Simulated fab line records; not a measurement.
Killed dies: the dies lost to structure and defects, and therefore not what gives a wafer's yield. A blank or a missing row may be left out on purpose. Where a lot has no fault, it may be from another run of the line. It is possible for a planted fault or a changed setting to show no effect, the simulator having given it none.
fab line records -- flow n5-finfet
record lots=7, wafers=21
route steps=1938 shown BEOL_M6@1194 BEOL_M7@1281 BEOL_M8@1349 BEOL_M9@1419
start-h: the number of hours between the record's first day and the start of the first shown wafer of the lot -- wait-h: how many hours have passed since the lot's step before this one -- " repeats the value in the row above -- L1.1+2: one row covering several wafers at once -- - no value, or no start given -- * or withheld: withheld -- < > ~ a bound
route shown NAME@n: NAME is a module with steps in the file, n the number in the route of the first one -- usual: average and standard deviation across the fault-free wafers -- same: alike in all rows -- chamber/n: place in a boat -- sites: readings site by site -- _std_site: the values' standard deviation -- _edge_site: outer sites' mean less inner sites' -- radius-mm: for every site, how far away it sits from the centre of the wafer -- mask NAME#n: copy n -- behind: the tool/chamber that last shaped the wafer -- hold: why the lot was held/for how many hours/how that ended -- device: whichever transistor did not switch (one of n, p or np) -- end of line: the tests these same wafers got at the end of their route -- where a step has no rows: the recipe by itself -- killed: count of dies lost to structure and defects at first sort (not the wafer's yield) -- map: dies across one wafer; x = killed, . = not, _ = none there
set.NAME: the run value of the setting; set.NAME@STEP: its run value at that earlier step -- model.NAME: the simulator's own value behind a step, which no gauge read
lots with deliberately changed settings; one table per step, one row per wafer
## steps
# step N5_BEOL_M6_ILD_DEP_00
# recipe material=SiCOH_lowk, target-thk-a=1797.5, temp-c=300, precursor=DEMS/porogen, pressure-torr=5, rf-w=500, time-s=33.4
lot.wafer,tool,chamber,start-h,wait-h,set.time-s,model.SiCOH_lowk_of_BEOL_M6_ILD_DEP_00.thk-nm
L074.2,pecvd-01,2,175.65,0.0,33.4,175.6
L074.3,pecvd-01,1,175.65,0.0,33.4,178
L074.6,pecvd-01,0,175.65,0.0,33.4,177.4
L079.2,pecvd-04,1,206.68,0.0,30.33,162
L079.4,pecvd-04,1,206.68,0.0,33.4,184.6
L079.6,pecvd-04,0,206.68,0.0,33.4,182.2
L084.2,pecvd-03,1,267.15,0.0,33.4,180.2
L084.3,pecvd-03,2,267.15,0.0,29.65,159.4
L084.6,pecvd-03,1,267.15,0.0,29.65,163.2
L089.1,pecvd-01,1,272.75,0.0,33.4,178.6
L089.2,pecvd-01,2,272.75,0.0,31,168.6
L089.6,pecvd-01,1,272.75,0.0,31,166.6
L091.1,pecvd-04,1,297.74,0.0,31.36,166.6
L091.2,pecvd-04,2,297.74,0.0,33.4,174.4
L091.5,pecvd-04,1,297.74,0.0,33.4,181.6
L092.1,pecvd-03,1,298.88,0.0,35.01,184.6
L092.3,pecvd-03,0,298.88,0.0,33.4,179
L092.6,pecvd-03,0,298.88,0.0,33.4,183.8
L096.2,pecvd-04,1,327.16,0.0,36.76,198.8
L096.4,pecvd-04,2,327.16,0.0,36.76,197.2
L096.5,pecvd-04,1,327.16,0.0,33.4,183.2
# step N5_BEOL_M6_CURE_74
# recipe temp-c=385, time-s=240, ambient=He/Ar, material=SiCOH_lowk
lot.wafer,tool,chamber,start-h,wait-h,set.time-s@BEOL_M6_ILD_DEP_00,model.SiCOH_lowk_of_BEOL_M6_ILD_DEP_00.thk-nm
L074.2,uv-cure-03,0,175.79,0.1,33.4,151.4
L074.3,uv-cure-03,0,175.79,0.1,33.4,153.6
L074.6,uv-cure-03,0,175.79,0.1,33.4,153
L079.2,uv-cure-02,0,206.85,0.1,30.33,139.6
L079.4,uv-cure-02,0,206.85,0.1,33.4,159.2
L079.6,uv-cure-02,0,206.85,0.1,33.4,157
L084.2,uv-cure-02,2,267.30,0.1,33.4,155.4
L084.3,uv-cure-02,2,267.30,0.1,29.65,137.2
L084.6,uv-cure-02,2,267.30,0.1,29.65,140.6
L089.1,uv-cure-03,2,272.81,0.0,33.4,154
L089.2,uv-cure-03,2,272.81,0.0,31,145.4
L089.6,uv-cure-03,2,272.81,0.0,31,143.6
L091.1,uv-cure-02,0,297.81,0.0,31.36,143.6
L091.2,uv-cure-02,0,297.81,0.0,33.4,150.4
L091.5,uv-cure-02,0,297.81,0.0,33.4,156.6
L092.1,uv-cure-03,2,298.94,0.0,35.01,159.2
L092.3,uv-cure-03,2,298.94,0.0,33.4,154.2
L092.6,uv-cure-03,2,298.94,0.0,33.4,158.4
L096.2,uv-cure-03,1,327.31,0.1,36.76,171.6
L096.4,uv-cure-03,1,327.31,0.1,36.76,170.4
L096.5,uv-cure-03,1,327.31,0.1,33.4,158
# step N5_BEOL_M6_THK_MEAS_01
# recipe reads=SiCOH_lowk_of_BEOL_M6_ILD_DEP_00
# usual M6_ILD_THK=155.2/2.3
lot.wafer,tool,chamber,start-h,wait-h,set.time-s@BEOL_M6_ILD_DEP_00,M6_ILD_THK[nm]
L074.2,film-metro-02,-,176.22,0.4,33.4,151.5
L074.3,film-metro-02,-,176.22,0.4,33.4,153.5
L074.6,film-metro-02,-,176.22,0.4,33.4,153.0
L079.2,film-metro-01,-,207.28,0.4,30.33,139.6
L079.4,film-metro-01,-,207.28,0.4,33.4,159.1
L079.6,film-metro-01,-,207.28,0.4,33.4,157.0
L084.2,film-metro-02,-,267.73,0.4,33.4,155.5
L084.3,film-metro-02,-,267.73,0.4,29.65,137.3
L084.6,film-metro-02,-,267.73,0.4,29.65,140.6
L089.1,film-metro-02,-,273.33,0.4,33.4,154.0
L089.2,film-metro-02,-,273.33,0.4,31,145.4
L089.6,film-metro-02,-,273.33,0.4,31,143.5
L091.1,film-metro-01,-,298.80,0.8,31.36,143.6
L091.2,film-metro-01,-,298.80,0.8,33.4,150.3
L091.5,film-metro-01,-,298.80,0.8,33.4,156.7
L092.1,film-metro-02,-,299.46,0.4,35.01,159.1
L092.3,film-metro-02,-,299.46,0.4,33.4,154.4
L092.6,film-metro-02,-,299.46,0.4,33.4,158.6
L096.2,film-metro-01,-,327.74,0.4,36.76,171.5
L096.4,film-metro-01,-,327.74,0.4,36.76,170.3
L096.5,film-metro-01,-,327.74,0.4,33.4,158.0
# step N5_BEOL_M6_COAT_59
# recipe resist=SOC, temp-c=250, time-s=60, spin-rpm=1500, resist-thk-nm=100
lot.wafer,tool,chamber,start-h,wait-h,set.spin-rpm,model.SOC_of_BEOL_M6_COAT_59.thk-nm
L074.2,litho-track-05,0,178.66,0.1,1500,100
L074.3+6,litho-track-05,0,178.66,0.1,1500,100.2
L079.2,litho-track-02,0,208.39,0.1,1359,105.2
L079.4,litho-track-02,0,208.39,0.1,1500,100
L079.6,litho-track-02,0,208.39,0.1,1359,105
L084.2,litho-track-05,0,272.12,0.1,1367,104.8
L084.3+6,litho-track-05,0,272.12,0.1,1500,100.4
L089.1,litho-track-05,0,274.04,0.1,1500,100.2
L089.2,litho-track-05,0,274.04,0.1,1500,100
L089.6,litho-track-05,0,274.04,0.1,1500,99.8
L091.1,litho-track-04,0,299.02,0.1,1662,95.2
L091.2,litho-track-04,0,299.02,0.1,1662,95
L091.5,litho-track-04,0,299.02,0.1,1662,94.8
L092.1+6,litho-track-05,0,299.91,0.1,1500,100
L092.3,litho-track-05,0,299.91,0.1,1500,100.2
L096.2,litho-track-04,0,329.73,0.1,1355,104.8
L096.4+5,litho-track-04,0,329.73,0.1,1500,99.4
# step N5_BEOL_M6_COAT_60
# recipe resist=SiARC, temp-c=220, time-s=60, spin-rpm=1500, resist-thk-nm=35
# step N5_BEOL_M6_COAT_05
# recipe resist=CAR-ArF, spin-rpm=1500, resist-thk-nm=90
# step N5_BEOL_M6_DESCUM_16
# recipe chemistry=O2, time-s=7.9, source-power-w=50, bias-power-w=20, pressure-mtorr=20, rf-frequency-hz=2.712e+07, temp-c=40, resist=CAR-ArF, o2-flow-sccm=225
# step N5_BEOL_M6_ETCH_61
# recipe chemistry=CF4, target=SiARC, target-depth-a=455, mask-material=CAR-ArF, time-s=75.8, ion-energy-ev=80, pressure-mtorr=40, source-w=545, bias-w=36, Ar_flow_sccm=100, cf4-flow-sccm=100, ends=cleared
# step N5_BEOL_M6_ETCH_62
# recipe chemistry=N2/H2, target=SOC, target-depth-a=1100, overetch-a=220, mask-material=SiARC, temp-c=40, time-s=165, ion-energy-ev=200, pressure-mtorr=30, source-w=840, bias-w=150, n2-flow-sccm=200, h2-flow-sccm=200
lot.wafer,tool,chamber,start-h,wait-h,set.spin-rpm@BEOL_M6_COAT_59,model.etch.depth-nm
L074.2,rie-diel-05,3,179.21,0.0,1500,100
L074.3,rie-diel-05,1,179.21,0.0,1500,100.1
L074.6,rie-diel-05,1,179.21,0.0,1500,100.2
L079.2,rie-diel-01,3,209.07,0.0,1359,105.2
L079.4,rie-diel-01,1,209.07,0.0,1500,100.1
L079.6,rie-diel-01,3,209.07,0.0,1359,105
L084.2,rie-diel-05,1,272.79,0.0,1367,104.7
L084.3+6,rie-diel-05,"3,0",272.79,0.0,1500,100.3
L089.1,rie-diel-03,0,274.47,0.0,1500,100.1
L089.2,rie-diel-03,1,274.47,0.0,1500,99.98
L089.6,rie-diel-03,1,274.47,0.0,1500,99.81
L091.1,rie-diel-01,0,300.58,0.0,1662,95.24
L091.2,rie-diel-01,1,300.58,0.0,1662,94.94
L091.5,rie-diel-01,3,300.58,0.0,1662,94.84
L092.1,rie-diel-01,0,301.49,0.0,1500,100.1
L092.3,rie-diel-01,1,301.49,0.0,1500,100.2
L092.6,rie-diel-01,0,301.49,0.0,1500,99.97
L096.2,rie-diel-03,2,330.16,0.0,1355,104.8
L096.4,rie-diel-03,3,330.16,0.0,1500,99.46
L096.5,rie-diel-03,2,330.16,0.0,1500,99.47
# step N5_BEOL_M6_STRIP_68
# recipe chemistry=N2/H2, temp-c=40, n2-flow-sccm=200, h2-flow-sccm=200, rf-frequency-hz=6e+07
# step N5_BEOL_M6_STRIP_67
# recipe chemistry=CF4, resist=SiARC, power-w=300, bias-power-w=75, pressure-mtorr=50, cf4-flow-sccm=150, rf-frequency-hz=6e+07
# step N5_BEOL_M6_HM_OPEN_17
# recipe chemistry=Cl2/BCl3, target-depth-a=200, overetch-a=60, target=TiN, mask-material=SOC, ion-energy-ev=150, pressure-mtorr=10, icp-w=1000, bias-w=126, Cl2_flow_sccm=53.25, bcl3-flow-sccm=21.75, Ar_flow_sccm=25
lot.wafer,tool,chamber,start-h,wait-h,set.spin-rpm@BEOL_M6_COAT_59,model.SOC_of_BEOL_M6_COAT_59.thk-nm
L074.2,rie-metal-01,1,179.40,0.0,1500,92.2
L074.3,rie-metal-01,1,179.40,0.0,1500,92.4
L074.6,rie-metal-01,1,179.40,0.0,1500,92.6
L079.2,rie-metal-01,1,209.26,0.0,1359,97.4
L079.4,rie-metal-01,1,209.26,0.0,1500,92.2
L079.6,rie-metal-01,1,209.26,0.0,1359,97.2
L084.2,rie-metal-02,1,272.98,0.0,1367,96.8
L084.3,rie-metal-02,1,272.98,0.0,1500,92.4
L084.6,rie-metal-02,0,272.98,0.0,1500,92.2
L089.1,rie-metal-02,0,274.66,0.0,1500,92
L089.2,rie-metal-02,1,274.66,0.0,1500,92.2
L089.6,rie-metal-02,0,274.66,0.0,1500,91.6
L091.1+2+5,rie-metal-02,"0,1,1",300.77,0.0,1662,87
L092.1+6,rie-metal-03,"1,0",301.67,0.0,1500,91.8
L092.3,rie-metal-03,1,301.67,0.0,1500,92
L096.2,rie-metal-03,0,330.34,0.0,1355,96.6
L096.4+5,rie-metal-03,0,330.34,0.0,1500,91.2
# step N5_BEOL_M7_ETCH_62
# recipe chemistry=N2/H2, target=SOC, target-depth-a=1100, overetch-a=220, mask-material=SiARC, temp-c=40, time-s=165, ion-energy-ev=200, pressure-mtorr=30, source-w=840, bias-w=150, n2-flow-sccm=200, h2-flow-sccm=200
# usual rf-vpp-V=524.0/2.5
lot.wafer,tool,chamber,start-h,wait-h,set.source-w,rf-vpp-V
L074.2,rie-diel-02,0,189.10,0.0,840,522.9
L074.3,rie-diel-02,1,189.10,0.0,840,522.4
L074.6,rie-diel-02,2,189.10,0.0,840,522.9
L079.2,rie-diel-06,3,234.53,0.0,778.4,541.3
L079.4,rie-diel-06,1,234.53,0.0,778.4,534.4
L079.6,rie-diel-06,2,234.53,0.0,840,524.8
L089.1,rie-diel-02,1,284.06,0.0,840,524.4
L089.2,rie-diel-02,2,284.06,0.0,724,550.1
L089.6,rie-diel-02,3,284.06,0.0,724,554.4
L084.2,rie-diel-04,0,284.31,0.0,840,521.0
L084.3,rie-diel-04,1,284.31,0.0,840,522.2
L084.6,rie-diel-04,1,284.31,0.0,840,521.5
L091.1,rie-diel-04,3,310.28,0.0,840,527.2
L091.2,rie-diel-04,2,310.28,0.0,840,519.6
L091.5,rie-diel-04,3,310.28,0.0,909.8,511.4
L092.1,rie-diel-02,1,310.45,0.0,840,522.7
L092.3,rie-diel-02,2,310.45,0.0,980.2,496.4
L092.6,rie-diel-02,0,310.45,0.0,840,523.3
L096.2,rie-diel-06,2,340.99,0.0,840,522.7
L096.4,rie-diel-06,2,340.99,0.0,840,524.1
L096.5,rie-diel-06,1,340.99,0.0,840,523.0
# step N5_BEOL_M7_COAT_71
# recipe resist=underlayer, temp-c=205, time-s=60, spin-rpm=1500, resist-thk-nm=5
lot.wafer,tool,chamber,start-h,wait-h,set.spin-rpm
L074.2+3+6,litho-track-01,0,-,-,1500
L079.2+4+6,litho-track-03,0,-,-,1500
L089.1+6,litho-track-02,0,-,-,1500
L089.2,litho-track-02,0,-,-,1400
L084.2+6,litho-track-03,0,-,-,1645
L084.3,litho-track-03,0,-,-,1500
L092.1+6,litho-track-01,0,-,-,1500
L092.3,litho-track-01,0,-,-,1343
L091.1,litho-track-03,0,-,-,1621
L091.2+5,litho-track-03,0,-,-,1500
L096.2,litho-track-03,0,-,-,1580
L096.4+5,litho-track-03,0,-,-,1500
# step N5_BEOL_M7_COAT_22
# recipe resist=CAR-EUV, spin-rpm=1500, resist-thk-nm=30
# step N5_BEOL_M7_EBR_24
# recipe solvent=PGMEA, ebr-width-mm=1.5
# step N5_BEOL_M7_DESCUM_33
# recipe chemistry=O2, time-s=7, source-power-w=50, bias-power-w=20, pressure-mtorr=20, rf-frequency-hz=2.712e+07, temp-c=40, resist=CAR-EUV, o2-flow-sccm=225
# step N5_BEOL_M7_ETCH_72
# recipe chemistry=N2/H2, target=underlayer, target-depth-a=65, mask-material=CAR-EUV, time-s=5.2, ion-energy-ev=200, pressure-mtorr=30, source-w=840, bias-w=150, n2-flow-sccm=200, h2-flow-sccm=200, ends=cleared
lot.wafer,tool,chamber,start-h,wait-h,set.spin-rpm@BEOL_M7_COAT_71,model.etch.depth-nm
L074.2,rie-diel-04,3,190.13,0.0,1500,5.007
L074.3,rie-diel-04,0,190.13,0.0,1500,5.005
L074.6,rie-diel-04,1,190.13,0.0,1500,5.01
L079.2,rie-diel-04,2,235.57,0.0,1500,4.996
L079.4,rie-diel-04,1,235.57,0.0,1500,4.991
L079.6,rie-diel-04,0,235.57,0.0,1500,4.994
L089.1,rie-diel-04,1,286.22,0.0,1500,5.012
L089.2,rie-diel-04,0,286.22,0.0,1400,5.183
L089.6,rie-diel-04,3,286.22,0.0,1500,4.999
L084.2+6,rie-diel-06,"3,2",286.39,0.0,1645,4.776
L084.3,rie-diel-06,1,286.39,0.0,1500,4.988
L092.1,rie-diel-06,0,313.04,0.0,1500,4.984
L092.3,rie-diel-06,2,313.04,0.0,1343,5.269
L092.6,rie-diel-06,3,313.04,0.0,1500,4.989
L091.1,rie-diel-04,0,313.19,0.0,1621,4.787
L091.2,rie-diel-04,3,313.19,0.0,1500,4.984
L091.5,rie-diel-04,3,313.19,0.0,1500,4.981
L096.2,rie-diel-06,2,343.36,0.0,1580,4.859
L096.4,rie-diel-06,1,343.36,0.0,1500,4.98
L096.5,rie-diel-06,0,343.36,0.0,1500,4.979
# step N5_BEOL_M8_ETCH_61
# recipe chemistry=CF4, target=SiARC, target-depth-a=455, mask-material=CAR-ArF, time-s=75.8, ion-energy-ev=80, pressure-mtorr=40, source-w=545, bias-w=36, Ar_flow_sccm=100, cf4-flow-sccm=100, ends=cleared
# usual rf-vpp-V=184.6/1.3
lot.wafer,tool,chamber,start-h,wait-h,set.bias-w,rf-vpp-V
L074.2,rie-diel-01,2,200.01,0.0,36,185.3
L074.3,rie-diel-01,1,200.01,0.0,36,184.3
L074.6,rie-diel-01,1,200.01,0.0,36,184.2
L079.2,rie-diel-01,3,240.89,0.0,36,184.3
L079.4,rie-diel-01,0,240.89,0.0,40.16,199.0
L079.6,rie-diel-01,3,240.89,0.0,40.16,199.2
L089.1,rie-diel-03,0,290.62,0.0,36,183.9
L089.2,rie-diel-03,2,290.62,0.0,36,184.6
L089.6,rie-diel-03,0,290.62,0.0,34.03,175.4
L084.2,rie-diel-01,0,292.04,0.0,33.84,176.0
L084.3,rie-diel-01,2,292.04,0.0,36,186.5
L084.6,rie-diel-01,3,292.04,0.0,33.84,176.2
L092.1,rie-diel-03,3,324.04,0.0,36,183.9
L092.3,rie-diel-03,1,324.04,0.0,36,185.0
L092.6,rie-diel-03,3,324.04,0.0,36,183.3
L091.1,rie-diel-01,2,324.24,0.0,40.99,202.9
L091.2,rie-diel-01,1,324.24,0.0,36,185.3
L091.5,rie-diel-01,2,324.24,0.0,40.99,200.8
L096.2,rie-diel-01,1,349.44,0.0,32.09,172.5
L096.4,rie-diel-01,3,349.44,0.0,32.09,171.0
L096.5,rie-diel-01,2,349.44,0.0,32.09,171.5
# step N5_BEOL_M8_EXPOSE_25
# recipe mask-id=V7, na=0.33, source-shape=annular, sigma-inner=0.4, sigma-outer=0.8, polarization=unpolarized, target-cd-nm=40, dose-mj=42.5
lot.wafer,tool,chamber,start-h,wait-h,mask,set.dose-mj
L074.2+3+6,euv-scanner-01,0,202.20,-,V7#0,42.5
L079.2+4+6,euv-scanner-01,0,241.63,-,V7#0,42.5
L089.1+6,euv-scanner-02,0,294.33,-,V7#0,42.5
L089.2,euv-scanner-02,0,294.33,-,V7#0,39.89
L084.2+3,euv-scanner-02,0,294.85,-,V7#0,40.23
L084.6,euv-scanner-02,0,294.85,-,V7#0,42.5
L092.1,euv-scanner-02,0,324.67,-,V7#0,45.54
L092.3+6,euv-scanner-02,0,324.67,-,V7#0,42.5
L091.1,euv-scanner-02,0,324.87,-,V7#0,44.03
L091.2+5,euv-scanner-02,0,324.87,-,V7#0,42.5
L096.2,euv-scanner-01,0,350.85,-,V7#0,41.21
L096.4+5,euv-scanner-01,0,350.85,-,V7#0,42.5
# step N5_BEOL_M8_PEB_26
# recipe peb-temp-c=100, peb-time-s=60, resist=CAR-EUV
# step N5_BEOL_M8_DEVELOP_27
# recipe develop-time-s=30, developer=TMAH, resist=CAR-EUV, rinse-liquid=surfactant-rinse, dry=air-spin, dev-temp-c=23
# step N5_BEOL_M8_DESCUM_33
# recipe chemistry=O2, time-s=7, source-power-w=50, bias-power-w=20, pressure-mtorr=20, rf-frequency-hz=2.712e+07, temp-c=40, resist=CAR-EUV, o2-flow-sccm=225
lot.wafer,tool,chamber,start-h,wait-h,set.dose-mj@BEOL_M8_EXPOSE_25,model.BEOL_M8.cd-nm
L074.2+3,rie-diel-01,"1,0",202.45,0.0,42.5,40
L074.6,rie-diel-01,1,202.45,0.0,42.5,40.2
L079.2+4+6,rie-diel-05,"3,2,0",241.87,0.0,42.5,40.2
L089.1+6,rie-diel-01,0,295.73,1.2,42.5,40
L089.2,rie-diel-01,1,295.73,1.2,39.89,38.4
L084.2,rie-diel-03,1,296.24,1.2,40.23,38.6
L084.3,rie-diel-03,0,296.24,1.2,40.23,38.4
L084.6,rie-diel-03,0,296.24,1.2,42.5,39.6
L092.1,rie-diel-05,0,324.92,0.0,45.54,41.6
L092.3+6,rie-diel-05,"3,0",324.92,0.0,42.5,40
L091.1,rie-diel-01,1,325.24,0.1,44.03,40.6
L091.2,rie-diel-01,2,325.24,0.1,42.5,40
L091.5,rie-diel-01,1,325.24,0.1,42.5,39.8
L096.2,rie-diel-05,3,351.18,0.1,41.21,39.6
L096.4,rie-diel-05,2,351.18,0.1,42.5,40.2
L096.5,rie-diel-05,0,351.18,0.1,42.5,40
# step N5_BEOL_M8_ETCH_72
# recipe chemistry=N2/H2, target=underlayer, target-depth-a=65, mask-material=CAR-EUV, time-s=5.2, ion-energy-ev=200, pressure-mtorr=30, source-w=840, bias-w=150, n2-flow-sccm=200, h2-flow-sccm=200, ends=cleared
lot.wafer,tool,chamber,start-h,wait-h,set.h2-flow-sccm,set.dose-mj@BEOL_M8_EXPOSE_25,model.BEOL_M8.cd-nm
L074.2,rie-diel-01,1,202.48,0.0,200,42.5,39.8
L074.3,rie-diel-01,0,202.48,0.0,200,42.5,40.2
L074.6,rie-diel-01,1,202.48,0.0,200,42.5,40
L079.2+4,rie-diel-05,"3,2",241.91,0.0,200,42.5,40
L079.6,rie-diel-05,0,241.91,0.0,200,42.5,40.2
L089.1,rie-diel-01,0,295.76,0.0,200,42.5,40
L089.2,rie-diel-01,1,295.76,0.0,188.8,39.89,38.2
L089.6,rie-diel-01,0,295.76,0.0,188.8,42.5,40
L084.2,rie-diel-03,1,296.27,0.0,193.4,40.23,38.6
L084.3,rie-diel-03,0,296.27,0.0,200,40.23,38.6
L084.6,rie-diel-03,0,296.27,0.0,200,42.5,39.6
L092.1,rie-diel-05,0,324.96,0.0,200,45.54,41.6
L092.3,rie-diel-05,3,324.96,0.0,200,42.5,40
L092.6,rie-diel-05,0,324.96,0.0,213.9,42.5,40
L091.1,rie-diel-01,1,325.27,0.0,200,44.03,40.4
L091.2,rie-diel-01,2,325.27,0.0,200,42.5,40
L091.5,rie-diel-01,1,325.27,0.0,200,42.5,39.6
L096.2,rie-diel-05,3,351.21,0.0,200,41.21,39.4
L096.4,rie-diel-05,2,351.21,0.0,191.5,42.5,40.2
L096.5,rie-diel-05,0,351.21,0.0,200,42.5,40
# step N5_BEOL_M8_ETCH_65
# recipe chemistry=CF4, target=SiARC, target-depth-a=156, mask-material=CAR-EUV, time-s=26, ion-energy-ev=80, pressure-mtorr=40, source-w=545, bias-w=36, Ar_flow_sccm=100, cf4-flow-sccm=100, ends=cleared
# step N5_BEOL_M8_ETCH_66
# recipe chemistry=N2/H2, target=SOC, target-depth-a=800, overetch-a=160, mask-material=SiARC, temp-c=40, time-s=120, ion-energy-ev=200, pressure-mtorr=30, source-w=840, bias-w=150, n2-flow-sccm=200, h2-flow-sccm=200
lot.wafer,tool,chamber,start-h,wait-h,set.dose-mj@BEOL_M8_EXPOSE_25,model.BEOL_M8.cd-nm
L074.2,rie-diel-01,1,202.53,0.0,42.5,39.4
L074.3,rie-diel-01,0,202.53,0.0,42.5,39.8
L074.6,rie-diel-01,1,202.53,0.0,42.5,39.6
L079.2,rie-diel-05,3,241.95,0.0,42.5,40
L079.4,rie-diel-05,2,241.95,0.0,42.5,40.6
L079.6,rie-diel-05,0,241.95,0.0,42.5,40.2
L089.1,rie-diel-01,0,295.81,0.0,42.5,40.2
L089.2,rie-diel-01,1,295.81,0.0,39.89,38.2
L089.6,rie-diel-01,0,295.81,0.0,42.5,40.4
L084.2,rie-diel-03,1,296.32,0.0,40.23,39.2
L084.3,rie-diel-03,0,296.32,0.0,40.23,38.4
L084.6,rie-diel-03,0,296.32,0.0,42.5,39.4
L092.1,rie-diel-05,0,325.00,0.0,45.54,41.4
L092.3,rie-diel-05,3,325.00,0.0,42.5,40
L092.6,rie-diel-05,0,325.00,0.0,42.5,39.6
L091.1,rie-diel-01,1,325.32,0.0,44.03,40.4
L091.2,rie-diel-01,2,325.32,0.0,42.5,39.4
L091.5,rie-diel-01,1,325.32,0.0,42.5,39.6
L096.2,rie-diel-05,3,351.26,0.0,41.21,39.2
L096.4,rie-diel-05,2,351.26,0.0,42.5,40.2
L096.5,rie-diel-05,0,351.26,0.0,42.5,39.8
# step N5_BEOL_M9_ETCH_62
# recipe chemistry=N2/H2, target=SOC, target-depth-a=1100, overetch-a=220, mask-material=SiARC, temp-c=40, time-s=165, ion-energy-ev=200, pressure-mtorr=30, source-w=840, bias-w=150, n2-flow-sccm=200, h2-flow-sccm=200
# usual rf-vpp-V=523.9/2.7
lot.wafer,tool,chamber,start-h,wait-h,set.source-w,rf-vpp-V
L074.2,rie-diel-02,3,208.72,0.0,840,529.9
L074.3,rie-diel-02,1,208.72,0.0,840,523.0
L074.6,rie-diel-02,3,208.72,0.0,840,528.0
L079.2,rie-diel-02,3,247.66,0.0,990.7,498.4
L079.4,rie-diel-02,1,247.66,0.0,840,521.0
L079.6,rie-diel-02,2,247.66,0.0,840,522.5
L089.1,rie-diel-02,0,300.92,0.0,936.7,502.4
L089.2,rie-diel-02,3,300.92,0.0,936.7,509.3
L089.6,rie-diel-02,1,300.92,0.0,840,524.1
L084.2,rie-diel-06,0,301.10,0.0,840,525.7
L084.3,rie-diel-06,1,301.10,0.0,885.1,513.3
L084.6,rie-diel-06,1,301.10,0.0,885.1,511.8
L092.1,rie-diel-04,2,330.53,0.0,908.1,507.4
L092.3,rie-diel-04,3,330.53,0.0,840,527.2
L092.6,rie-diel-04,3,330.53,0.0,908.1,512.0
L091.1,rie-diel-04,0,331.05,0.0,840,522.4
L091.2,rie-diel-04,2,331.05,0.0,840,519.7
L091.5,rie-diel-04,0,331.05,0.0,840,520.9
L096.2,rie-diel-04,1,357.66,0.0,840,524.0
L096.4,rie-diel-04,3,357.66,0.0,744.8,547.3
L096.5,rie-diel-04,1,357.66,0.0,744.8,543.4
## key
split step=N5_BEOL_M6_ILD_DEP_00, setting=time-s, stated=33.4, by=wafer
response step=N5_BEOL_M6_ILD_DEP_00, reading=model.SiCOH_lowk_of_BEOL_M6_ILD_DEP_00.thk-nm, change=+1.7, per=1%, r=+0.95
response step=N5_BEOL_M6_CURE_74, reading=model.SiCOH_lowk_of_BEOL_M6_ILD_DEP_00.thk-nm, change=+1.48, per=1%, r=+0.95
response step=N5_BEOL_M6_THK_MEAS_01, reading=M6_ILD_THK, change=+1.48, per=1%, r=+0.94
split step=N5_BEOL_M6_COAT_59, setting=spin-rpm, stated=1500, by=wafer
response step=N5_BEOL_M6_COAT_59, reading=model.SOC_of_BEOL_M6_COAT_59.thk-nm, change=-0.534, per=1%, r=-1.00
response step=N5_BEOL_M6_ETCH_62, reading=model.etch.depth-nm, change=-0.529, per=1%, r=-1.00
response step=N5_BEOL_M6_HM_OPEN_17, reading=model.SOC_of_BEOL_M6_COAT_59.thk-nm, change=-0.538, per=1%, r=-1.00
split step=N5_BEOL_M7_ETCH_62, setting=source-w, stated=840, by=wafer
response step=N5_BEOL_M7_ETCH_62, reading=rf-vpp-V, change=-1.73, per=1%, r=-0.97
split step=N5_BEOL_M7_COAT_71, setting=spin-rpm, stated=1500, by=wafer
response step=N5_BEOL_M7_ETCH_72, reading=model.etch.depth-nm, change=-0.0247, per=1%, r=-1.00
split step=N5_BEOL_M8_ETCH_61, setting=bias-w, stated=36, by=wafer
response step=N5_BEOL_M8_ETCH_61, reading=rf-vpp-V, change=+1.3, per=1%, r=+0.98
split step=N5_BEOL_M8_EXPOSE_25, setting=dose-mj, stated=42.5, by=wafer
response step=N5_BEOL_M8_DESCUM_33, reading=model.BEOL_M8.cd-nm, change=+0.223, per=1%, r=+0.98
response step=N5_BEOL_M8_ETCH_72, reading=model.BEOL_M8.cd-nm, change=+0.23, per=1%, r=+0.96
response step=N5_BEOL_M8_ETCH_66, reading=model.BEOL_M8.cd-nm, change=+0.238, per=1%, r=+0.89
split step=N5_BEOL_M8_ETCH_72, setting=h2-flow-sccm, stated=200, by=wafer
response none clear
split step=N5_BEOL_M9_ETCH_62, setting=source-w, stated=840, by=wafer
response step=N5_BEOL_M9_ETCH_62, reading=rf-vpp-V, change=-1.6, per=1%, r=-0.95
